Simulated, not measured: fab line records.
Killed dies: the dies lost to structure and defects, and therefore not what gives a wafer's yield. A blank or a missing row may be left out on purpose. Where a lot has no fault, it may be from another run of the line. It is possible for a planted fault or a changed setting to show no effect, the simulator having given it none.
fab line records	flow n5-finfet
record: lots: 5	wafers: 12	last-day: 16
route steps=1938 shown MOL_CONTACT_COAG@625 BEOL_M0_SAQP@632 BEOL_M4@1111 PASSIVATION@1936
lots untouched by any fault: they come from a run of this same line in which no faults occurred
start-h: hours from the record's opening day to when the first of the lot's shown wafers began	wait-h: hours from the lot's prior step to this one	" repeats the value in the row above	L1.1+2: one row covering several wafers at once	- no value, or no start was given	* or withheld: withheld	< > ~ a bound
route shown NAME@n: names a module that has steps shown in the file, with the first one's number in the route	usual: mean and standard deviation over wafers with no fault	same: alike in all rows	chamber/n: place in a boat	sites: each site's reading	_std_site: the standard deviation of these	_edge_site: the outer-site mean with the inner-site mean subtracted	radius-mm: how far each site lies from the wafer's centre	mask NAME#n: copy n	behind: the tool/chamber that last shaped the wafer	hold: what put the lot on hold/how long, in hours/how the hold closed	device: which transistor (n, p or np) failed to switch	end of line: tests run on the same wafers once the route is complete	a step without rows: its recipe alone	killed: dies that structure and defects cost at the first sort, which is not the same as the wafer's yield	map: the dies of a wafer, with x for killed, . for not killed, _ for no die there
set.NAME: the setting as run; set.NAME@STEP: as run at that earlier step	model.NAME: the simulator's own value behind a step, which no gauge read
a table for each step, a row for each wafer; lots at some steps of the route
services: when a tool's chamber went out of use (start-h, in hours from the record's first day, below 0 if earlier), for how many hours, and the reason
== steps ==
step: N5_MOL_CONTACT_COAG_PRECLEAN_127
recipe: chemistry: DIW	time-s: 57.5	temp-c: 23
step: N5_MOL_CONTACT_COAG_SRD_128
recipe: dry-time-s: 32	dry: n2-spin	spin-rpm: 1500
step: N5_MOL_CONTACT_COAG_CMP_52
recipe: stop-on: SiO2	t-overpolish-s: 1.5	post-cmp-clean: w-dilute-nh4oh	down-force-psi: 4	platen-rpm: 50.289	pad-velocity-m-s: 1.0006	target-thk-nm: 66.5
step: N5_MOL_CONTACT_COAG_ANNEAL_112
recipe: temp-c: 400	time-s: 1800	ambient: HPD2	pressure-atm: 10
step: N5_BEOL_M0_SAQP_PECVD_00
recipe: material: SiCN	target-thk-a: 80	temp-c: withheld	precursor: 3MS/NH3	pressure-torr: 3	rf-w: 202	time-s: 14
step: N5_BEOL_M0_SAQP_ILD_DEP_01
recipe: material: SiOC	target-thk-a: 454.19	temp-c: 350	precursor: DEMS/O2	pressure-torr: 5	rf-w: 500	time-s: 8.7
step: N5_BEOL_M0_SAQP_HM_DEP_02
recipe: material: TiN	target-thk-a: 120	temp-c: 25	chamber-pressure-pa: 0.49996
step: N5_BEOL_M0_SAQP_PECVD_03
recipe: material: SiCN	target-thk-a: 120	temp-c: withheld	precursor: 3MS/NH3	pressure-torr: 3	rf-w: 202	time-s: 21.1
step: N5_BEOL_M0_SAQP_PECVD_96
recipe: material: a-Si	target-thk-a: 450	temp-c: 350	precursor: SiH4/He	pressure-torr: 3	rf-w: 100	time-s: 45.2
step: N5_BEOL_M0_SAQP_PECVD_97
recipe: material: SiNx	target-thk-a: 230	temp-c: 350	precursor: SiH4/NH3/N2	pressure-torr: 1.5	rf-w: 300	time-s: 19.9
usual: heater-power-w: 554/68	showerhead-plenum-p-Torr: 5.17/0.065	throttle-valve-pct: 40.1/1.9
lot.wafer	tool	chamber	start-h	wait-h	heater-power-w	showerhead-plenum-p-Torr	throttle-valve-pct	model.SiNx_of_BEOL_M0_SAQP_PECVD_97.thk-nm
L612.1	pecvd-04	0	125.21	0.0	408	5.18	43.3	22.6
L612.3	"	2	"	"	468	5.17	41.1	23
L612.4	"	1	"	"	662	5.22	42.9	23.4
L617.1	pecvd-03	1	152.15	0.0	577	5.29	37.9	23.2
L617.2	"	2	"	"	574	5.19	39.4	23.4
L617.5	"	2	"	"	554	5.19	39.2	23.8
L622.2	pecvd-04	0	188.35	0.0	442	5.19	43.6	33.6
L622.3	"	1	"	"	593	5.22	43.1	23.2
L624.2	pecvd-04	2	196.79	0.0	472	5.16	40.8	33.8
L624.3	"	1	"	"	668	5.21	43.2	23.4
L627.2	pecvd-04	1	216.42	0.0	673	5.21	42.9	33.4
L627.3	"	1	"	"	666	5.21	43.1	23.6
step: N5_BEOL_M0_SAQP_PECVD_04
recipe: material: a-Si	target-thk-a: 600	temp-c: 350	precursor: SiH4/He	pressure-torr: 3	rf-w: 100	time-s: 60.2
step: N5_BEOL_M0_SAQP_HM_DEP_111
recipe: material: SiO2	target-thk-a: 120	temp-c: 400	precursor: SiH4/N2O	pressure-torr: 0.75	rf-w: 275	time-s: 7.2
step: N5_BEOL_M0_SAQP_COAT_81
recipe: resist: SOC	temp-c: 250	time-s: 60	spin-rpm: 1500	resist-thk-nm: 100
step: N5_BEOL_M0_SAQP_COAT_82
recipe: resist: SiARC	temp-c: 220	time-s: 60	spin-rpm: 1500	resist-thk-nm: 30
step: N5_BEOL_M0_SAQP_COAT_08
recipe: resist: CAR-ArF	spin-rpm: 1500	resist-thk-nm: 90
step: N5_BEOL_M0_SAQP_EBR_10
recipe: solvent: PGMEA	ebr-width-mm: 1.5
step: N5_BEOL_M0_SAQP_SOFTBAKE_09
recipe: temp-c: 110	time-s: 60	resist: CAR-ArF
step: N5_BEOL_M0_SAQP_EXPOSE_11
recipe: mask-id: M0_CORE	na: 1.35	source-shape: dipole	sigma-inner: 0.538	sigma-outer: 0.738	polarization: te	target-cd-nm: 42	dose-mj: 55
step: N5_BEOL_M0_SAQP_PEB_12
recipe: peb-temp-c: withheld	peb-time-s: 60	resist: CAR-ArF
step: N5_BEOL_M0_SAQP_DEVELOP_13
recipe: develop-time-s: 30	developer: TMAH	resist: CAR-ArF	dev-temp-c: 23	rinse-liquid: diw	dry: air-spin
step: N5_BEOL_M0_SAQP_DESCUM_19
recipe: chemistry: O2	time-s: 7.9	source-power-w: 50	bias-power-w: 20	pressure-mtorr: 20	rf-frequency-hz: 2.712e+07	temp-c: 40	resist: CAR-ArF	o2-flow-sccm: 225
step: N5_BEOL_M0_SAQP_ETCH_83
recipe: chemistry: CF4	target: SiARC	target-depth-a: 390	mask-material: CAR-ArF	time-s: 65	ion-energy-ev: 80	pressure-mtorr: 40	source-w: 545	bias-w: 36	Ar_flow_sccm: 100	cf4-flow-sccm: 100	ends: cleared
step: N5_BEOL_M0_SAQP_ETCH_84
recipe: chemistry: N2/H2	target: SOC	target-depth-a: 1000	overetch-a: 200	mask-material: SiARC	temp-c: 40	time-s: 150	ion-energy-ev: 200	pressure-mtorr: 30	source-w: 840	bias-w: 150	n2-flow-sccm: 200	h2-flow-sccm: 200
step: N5_BEOL_M0_SAQP_STRIP_80
recipe: chemistry: N2/H2	temp-c: 40	n2-flow-sccm: 200	h2-flow-sccm: 200	rf-frequency-hz: 6e+07
step: N5_BEOL_M0_SAQP_HM_OPEN_112
recipe: chemistry: CHF3/O2	target: SiO2	stop-on: a-Si	target-depth-a: 120	over-etch-frac: 1.25	mask-material: SOC	time-s: 13.5	pressure-mtorr: 30	source-w: 650	bias-w: 170	Ar_flow_sccm: 200	CHF3_flow_sccm: 50	O2_flow_sccm: 5	ion-energy-ev: 200	ends: end-point
step: N5_BEOL_M0_SAQP_STRIP_113
recipe: chemistry: CHF3/O2	resist: SiARC	rf-frequency-hz: 6e+07
step: N5_BEOL_M0_SAQP_MANDREL_ETCH_20
recipe: target-depth-a: 600	chemistry: HBr/Cl2	target: a-Si	stop-on: SiNx	bt-time-s: 10	mask-material: SOC	over-etch-frac: 0.5	time-s: 30	pressure-mtorr: 10	icp-w: 800	bias-w: 75	HBr_flow_sccm: 150	Cl2_flow_sccm: 80	ends: end-point
step: N5_BEOL_M0_SAQP_STRIP_86
recipe: chemistry: N2/H2	power-w: 500	temp-c: 40	pressure-mtorr: 50	rf-frequency-hz: 6e+07	overash-fraction: 0.3	bias-power-w: 28	h2-frac: 0.5	n2-flow-sccm: 300	h2-flow-sccm: 300
step: N5_BEOL_M0_SAQP_STRIP_115
recipe: chemistry: post-etch-residue-remover	time-s: 60	temp-c: 25	remover-ph: withheld	remover-water-wt-pct: withheld	remover-fluoride-wt-pct: withheld
step: N5_BEOL_M0_SAQP_SRD_93
recipe: dry: ipa-marangoni	time-s: 30	temp-c: 23	rinse-liquid: diw
step: N5_BEOL_M0_SAQP_RECESS_114
recipe: chemistry: HF/NH3	target: SiO2	target-depth-a: 144	afs-cycles: 3	temp-c: 30	sublimation-temp-c: 180	sublimation-time-s: 60
step: N5_BEOL_M0_SAQP_SPACER1_ALD_98
recipe: material: SiO2	target-thk-a: 128	temp-c: 300	ald-precursor-family: BDEAS	ald-co-reactant: O2-plasma	pulse-time-s: 1	purge-time-s: 2	co-reactant-purge-time-s: 2	ald-cycles: 138	pressure-torr: 2
step: N5_BEOL_M0_SAQP_SPACER1_ETCHBACK_99
recipe: chemistry: CHF3/O2	mode: anisotropic-etchback	target: SiO2	target-depth-a: 154	time-s: 7.7	pressure-mtorr: 30	source-w: 650	bias-w: 170	Ar_flow_sccm: 200	CHF3_flow_sccm: 50	O2_flow_sccm: 5	ion-energy-ev: 200
step: N5_BEOL_M0_SAQP_MANDREL1_REMOVE_100
recipe: chemistry: HBr/Cl2/O2	bt-time-s: 10	target: a-Si	stop-on: SiNx	endpoint: OES-SiCl	over-etch-frac: 0.85	icp-w: 600	bias-w: 30	HBr_flow_sccm: 150	Cl2_flow_sccm: 80	O2_flow_sccm: 5	pressure-mtorr: 10
step: N5_BEOL_M0_SAQP_ETCH_106
recipe: chemistry: N2/H2	target: SOC	target-depth-a: 1500	stop-on: SiNx	ion-energy-ev: 100	bias-w: 61	pressure-mtorr: 30	source-w: 850	n2-flow-sccm: 200	h2-flow-sccm: 200
usual: drypump-motor-current-A: 5.6/0.5	oes-product-au: 0.77/0.069	rf-vpp-V: 241.2/1.5	showerhead-plenum-p-Torr: 2.59/0.1	throttle-valve-pct: 17.92/0.19
lot.wafer	tool	chamber	start-h	wait-h	drypump-motor-current-A	oes-product-au	rf-hours-counter-h	rf-vpp-V	showerhead-plenum-p-Torr	throttle-valve-pct	model.SiNx_of_BEOL_M0_SAQP_PECVD_97.thk-nm
L612.1	rie-diel-03	0	128.40	-	5.3	0.74	163	240.6	2.53	17.97	15
L612.3	"	1	"	"	5.2	0.74	140	241.4	2.54	18.04	15.2
L612.4	"	3	"	"	5.9	0.78	93	242.6	2.68	17.89	15.8
L617.1	rie-diel-03	0	155.17	-	5.3	0.74	172	240.6	2.52	17.98	15.4
L617.2	"	3	"	"	5.8	0.77	102	242.9	2.68	17.91	15.8
L617.5	"	3	"	"	5.9	0.77	-	242.6	2.68	17.90	16.2
L622.2	rie-diel-01	3	192.24	-	5.2	0.75	160	241.6	2.53	18.03	25.8
L622.3	"	2	"	"	4.8	0.92	21	241.7	2.71	17.69	15.6
L624.2	rie-diel-01	1	199.89	-	5.8	0.85	43	242.8	2.71	18.11	26
L624.3	"	2	"	"	4.8	0.90	24	241.9	2.71	17.72	15.8
L627.2	rie-diel-02	0	220.24	-	5.3	0.72	180	241.2	2.55	18.22	25.6
L627.3	"	1	"	"	4.9	0.70	213	238.9	2.40	17.47	16
step: N5_BEOL_M4_RC_MEAS_101
usual: DIBL_N: 35.9/1.9	DIBL_P: 35.8/2.4	IOFF_N: 0.15/0.031	IOFF_P: 0.21/0.037	ION_N: 672/13	ION_P: 462/8.3	SS_N: 71.5/0.72	SS_P: 73.2/0.67	VT_N: 250/3.4	VT_P: -250/3.4
lot.wafer	tool	chamber	start-h	wait-h	DIBL_N[mV/V]	DIBL_P[mV/V]	IOFF_N[nA/um]	IOFF_P[nA/um]	ION_N[uA/um]	ION_P[uA/um]	SS_N[mV/dec]	SS_P[mV/dec]	VT_N[mV]	VT_P[mV]
L612.1	prober-02	0	197.08	0.0	33.9	32.5	0.12	0.15	666	453	70.6	72.3	252	-255
L612.3	"	0	"	"	37.1	36.9	0.16	0.22	669	461	71.3	73.2	249	-252
L612.4	"	0	"	"	36.4	35.9	0.15	0.21	678	462	71.4	73.0	249	-250
L617.1	prober-02	0	205.25	0.0	35.2	35.0	0.14	0.16	668	451	72.1	72.8	253	-255
L617.2	"	0	"	"	35.7	36.2	0.15	0.18	663	458	72.5	74.0	250	-255
L617.5	"	0	"	"	36.9	37.3	0.16	0.19	686	464	71.8	73.7	248	-255
L622.3	prober-01	0	245.02	0.3	33.7	35.3	0.13	0.20	675	468	71.3	72.5	248	-248
L624.3	prober-01	0	256.47	0.3	38.1	38.9	0.21	0.25	670	463	72.7	72.8	247	-244
L627.3	prober-01	0	287.12	0.3	37.1	36.9	0.15	0.21	673	461	71.7	73.8	251	-250
step: N5_PASSIVATION_PROBE_49
usual: defect-limited-yield: 91.6/1.2	killed_at_M0_to_M3: 33/9.4	killed_at_M4_up: 13/5.2	killed-at-contacts: 13/5.6	killed-at-front-end: 37/9.5	killed-at-other: 4/3.1	killed-dies: 99/15	killed-on-rim: 13/3.6	killed-open: 65/11	killed-short: 32/7.5	sort_bin_5_function: 4.9/0.77	sort_bin_6_memory: 3.1/0.65	sort-n-pass: 1081/15	sort-yield-pct: 91.6/1.2
same: gross-dies: 1180	killed-at-back-side: 0	sort_bin_4_leakage[%]: 0	sort_bin_8_speed[%]: 0
lot.wafer	tool	chamber	start-h	wait-h	defect-limited-yield[%]	killed_at_M0_to_M3	killed_at_M4_up	killed-at-contacts	killed-at-front-end	killed-at-other	killed-dies	killed-on-rim	killed-open	killed-short	sort_bin_5_function[%]	sort_bin_6_memory[%]	sort-n-pass	sort-yield-pct[%]
L622.2	prober-01	-	349.91	0.1	0	1123	18	10	24	5	1180	152	60	22	3.7	3.0	0	0
L622.3	prober-01	-	349.96	0.1	91.9	23	24	10	37	2	96	8	63	27	4.4	3.1	1084	91.9
L624.2	prober-01	-	360.15	0.1	0	1124	9	8	35	4	1180	152	70	24	4.4	3.2	0	0
L627.2	prober-01	-	393.96	0.1	0	1124	7	12	34	3	1180	152	50	30	3.7	2.6	0	0
L627.3	prober-01	-	394.01	0.1	90.7	37	9	12	38	14	110	16	68	40	5.1	3.8	1070	90.7
killed by level:class
L622.2 BEOL_M0_SAQP:area-pecvd=1098 MOL_CONTACT_COAG:geometric-particle:open=9 BEOL_M4:geometric-particle:open=9 GATE_CUT:geometric-particle:open=6 BEOL_M1:geometric-particle:open=6 GATE_CUT:geometric-particle:short=5 BEOL_M0_SAQP:geometric-particle:open=5 BEOL_M0_SAQP:geometric-particle:short=5
L622.3 BEOL_M4:geometric-particle:open=15 STI_FIN_REVEAL:geometric-particle:open=9 MOL_CONTACT_COAG:geometric-particle:open=8 BEOL_M0_SAQP:geometric-particle:open=8 BEOL_M0_SAQP:geometric-particle:short=6 DUMMY_GATE:geometric-particle:open=5 GATE_CUT:geometric-particle:short=5 HKMG_FIN:area-etch=5
L624.2 BEOL_M0_SAQP:area-pecvd=1086 BEOL_M3:geometric-particle:open=10 MOL_CONTACT_COAG:geometric-particle:open=8 BEOL_M0:geometric-particle:open=8 FIN_SAQP:geometric-particle:short=7 FIN_SAQP:geometric-particle:open=6 BEOL_M2:geometric-particle:open=6 STI_FIN_REVEAL:geometric-particle:open=5
L627.2 BEOL_M0_SAQP:area-pecvd=1100 MOL_CONTACT_COAG:geometric-particle:open=10 DUMMY_GATE:geometric-particle:open=8 BEOL_M0_SAQP:geometric-particle:short=8 FIN_SAQP:geometric-particle:open=6 FIN_SAQP:geometric-particle:short=6 STI_FIN_REVEAL:geometric-particle:open=4 BEOL_M0_SAQP:geometric-particle:open=4
L627.3 FIN_SAQP:geometric-particle:open=15 BEOL_M0_SAQP:geometric-particle:short=12 MOL_CONTACT_COAG:geometric-particle:open=9 BEOL_M0_SAQP:geometric-particle:open=9 BEOL_M2:geometric-particle:open=8 FIN_SAQP:geometric-particle:short=7 DUMMY_GATE:geometric-particle:open=5 MIM_BOT:geometric-particle:open=5
map L622.2 (x killed, . not)
_________________xxxxxxxxxxxx________________
______________xxxxxxxxxxxxxxxxxx_____________
___________xxxxxxxxxxxxxxxxxxxxxxxx__________
__________xxxxxxxxxxxxxxxxxxxxxxxxxx_________
________xxxxxxxxxxxxxxxxxxxxxxxxxxxxxx_______
_______xxxxxxxxxxxxxxxxxxxxxxxxxxxxxxxx______
______xxxxxxxxxxxxxxxxxxxxxxxxxxxxxxxxxx_____
_____xxxxxxxxxxxxxxxxxxxxxxxxxxxxxxxxxxxx____
____xxxxxxxxxxxxxxxxxxxxxxxxxxxxxxxxxxxxxx___
___xxxxxxxxxxxxxxxxxxxxxxxxxxxxxxxxxxxxxxxx__
___xxxxxxxxxxxxxxxxxxxxxxxxxxxxxxxxxxxxxxxx__
__xxxxxxxxxxxxxxxxxxxxxxxxxxxxxxxxxxxxxxxxxx_
__xxxxxxxxxxxxxxxxxxxxxxxxxxxxxxxxxxxxxxxxxx_
_xxxxxxxxxxxxxxxxxxxxxxxxxxxxxxxxxxxxxxxxxxxx
_xxxxxxxxxxxxxxxxxxxxxxxxxxxxxxxxxxxxxxxxxxxx
_xxxxxxxxxxxxxxxxxxxxxxxxxxxxxxxxxxxxxxxxxxxx
_xxxxxxxxxxxxxxxxxxxxxxxxxxxxxxxxxxxxxxxxxxxx
_xxxxxxxxxxxxxxxxxxxxxxxxxxxxxxxxxxxxxxxxxxxx
_xxxxxxxxxxxxxxxxxxxxxxxxxxxxxxxxxxxxxxxxxxxx
_xxxxxxxxxxxxxxxxxxxxxxxxxxxxxxxxxxxxxxxxxxxx
_xxxxxxxxxxxxxxxxxxxxxxxxxxxxxxxxxxxxxxxxxxxx
__xxxxxxxxxxxxxxxxxxxxxxxxxxxxxxxxxxxxxxxxxx_
__xxxxxxxxxxxxxxxxxxxxxxxxxxxxxxxxxxxxxxxxxx_
___xxxxxxxxxxxxxxxxxxxxxxxxxxxxxxxxxxxxxxxx__
___xxxxxxxxxxxxxxxxxxxxxxxxxxxxxxxxxxxxxxxx__
____xxxxxxxxxxxxxxxxxxxxxxxxxxxxxxxxxxxxxx___
_____xxxxxxxxxxxxxxxxxxxxxxxxxxxxxxxxxxxx____
______xxxxxxxxxxxxxxxxxxxxxxxxxxxxxxxxxx_____
_______xxxxxxxxxxxxxxxxxxxxxxxxxxxxxxxx______
________xxxxxxxxxxxxxxxxxxxxxxxxxxxxxx_______
__________xxxxxxxxxxxxxxxxxxxxxxxxxx_________
___________xxxxxxxxxxxxxxxxxxxxxxxx__________
______________xxxxxxxxxxxxxxxxxx_____________
_________________xxxxxxxxxxxx________________
map L624.2 (x killed, . not)
_________________xxxxxxxxxxxx________________
______________xxxxxxxxxxxxxxxxxx_____________
___________xxxxxxxxxxxxxxxxxxxxxxxx__________
__________xxxxxxxxxxxxxxxxxxxxxxxxxx_________
________xxxxxxxxxxxxxxxxxxxxxxxxxxxxxx_______
_______xxxxxxxxxxxxxxxxxxxxxxxxxxxxxxxx______
______xxxxxxxxxxxxxxxxxxxxxxxxxxxxxxxxxx_____
_____xxxxxxxxxxxxxxxxxxxxxxxxxxxxxxxxxxxx____
____xxxxxxxxxxxxxxxxxxxxxxxxxxxxxxxxxxxxxx___
___xxxxxxxxxxxxxxxxxxxxxxxxxxxxxxxxxxxxxxxx__
___xxxxxxxxxxxxxxxxxxxxxxxxxxxxxxxxxxxxxxxx__
__xxxxxxxxxxxxxxxxxxxxxxxxxxxxxxxxxxxxxxxxxx_
__xxxxxxxxxxxxxxxxxxxxxxxxxxxxxxxxxxxxxxxxxx_
_xxxxxxxxxxxxxxxxxxxxxxxxxxxxxxxxxxxxxxxxxxxx
_xxxxxxxxxxxxxxxxxxxxxxxxxxxxxxxxxxxxxxxxxxxx
_xxxxxxxxxxxxxxxxxxxxxxxxxxxxxxxxxxxxxxxxxxxx
_xxxxxxxxxxxxxxxxxxxxxxxxxxxxxxxxxxxxxxxxxxxx
_xxxxxxxxxxxxxxxxxxxxxxxxxxxxxxxxxxxxxxxxxxxx
_xxxxxxxxxxxxxxxxxxxxxxxxxxxxxxxxxxxxxxxxxxxx
_xxxxxxxxxxxxxxxxxxxxxxxxxxxxxxxxxxxxxxxxxxxx
_xxxxxxxxxxxxxxxxxxxxxxxxxxxxxxxxxxxxxxxxxxxx
__xxxxxxxxxxxxxxxxxxxxxxxxxxxxxxxxxxxxxxxxxx_
__xxxxxxxxxxxxxxxxxxxxxxxxxxxxxxxxxxxxxxxxxx_
___xxxxxxxxxxxxxxxxxxxxxxxxxxxxxxxxxxxxxxxx__
___xxxxxxxxxxxxxxxxxxxxxxxxxxxxxxxxxxxxxxxx__
____xxxxxxxxxxxxxxxxxxxxxxxxxxxxxxxxxxxxxx___
_____xxxxxxxxxxxxxxxxxxxxxxxxxxxxxxxxxxxx____
______xxxxxxxxxxxxxxxxxxxxxxxxxxxxxxxxxx_____
_______xxxxxxxxxxxxxxxxxxxxxxxxxxxxxxxx______
________xxxxxxxxxxxxxxxxxxxxxxxxxxxxxx_______
__________xxxxxxxxxxxxxxxxxxxxxxxxxx_________
___________xxxxxxxxxxxxxxxxxxxxxxxx__________
______________xxxxxxxxxxxxxxxxxx_____________
_________________xxxxxxxxxxxx________________
== services ==
tool	chamber	start-h	hours	kind
rie-diel-01	-	127.88	1.2	repair
rie-diel-03	-	138.91	0.2	repair
rie-diel-03	2	153.41	8.3	repair
pecvd-04	0	154.02	4.6	repair
rie-diel-03	1	168.76	2.7	repair
rie-diel-01	1	178.44	15.9	repair
pecvd-04	0	192.99	2.1	scheduled-down
pecvd-04	2	202.38	-	clean
pecvd-04	2	202.38	-	consumable-replace:showerhead
pecvd-04	2	202.38	29.0	scheduled-down
pecvd-04	2	202.38	29.0	vent-cycle
rie-diel-03	0	215.28	6.4	repair
== key ==
first-sign: step: N5_PASSIVATION_PROBE_49	reading: killed_at_M0_to_M3	direction: up	sigmas: 99+	usual: 33	struck: 1124
effect: step: N5_PASSIVATION_PROBE_49	reading: defect-limited-yield	direction: down	sigmas: 74	usual: 91.6	struck: 0
model-effect: step: N5_BEOL_M0_SAQP_PECVD_97	value: SiNx_of_BEOL_M0_SAQP_PECVD_97.thk-nm	without: 23.07	struck: 33.6
model-effect: step: N5_BEOL_M0_SAQP_ETCH_106	value: SiNx_of_BEOL_M0_SAQP_PECVD_97.thk-nm	without: 15.27	struck: 25.8
more-kills-born-at: N5_BEOL_M0_SAQP_PECVD_97@pecvd-04: 3284
met-at N5_BEOL_M0_SAQP_PECVD_97
struck-wafers L622.2,L624.2,L627.2
later-rows-left-out L622.2,L624.2,L627.2
onset-between 125.21 188.35
fault: kind: process-parameter-drift	tool: pecvd-04	chamber: -	onset-h: 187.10	steps: N5_BEOL_M0_SAQP_PECVD_97	channel: time-s	offset: *	shape: step	end-h: 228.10	scope: struck-wafers-only	acts-in: *	stated: *
later-rows-left-out: the simulator's readings of these wafers behind a module that went badly wrong aren't trusted and aren't shown, but for the sort
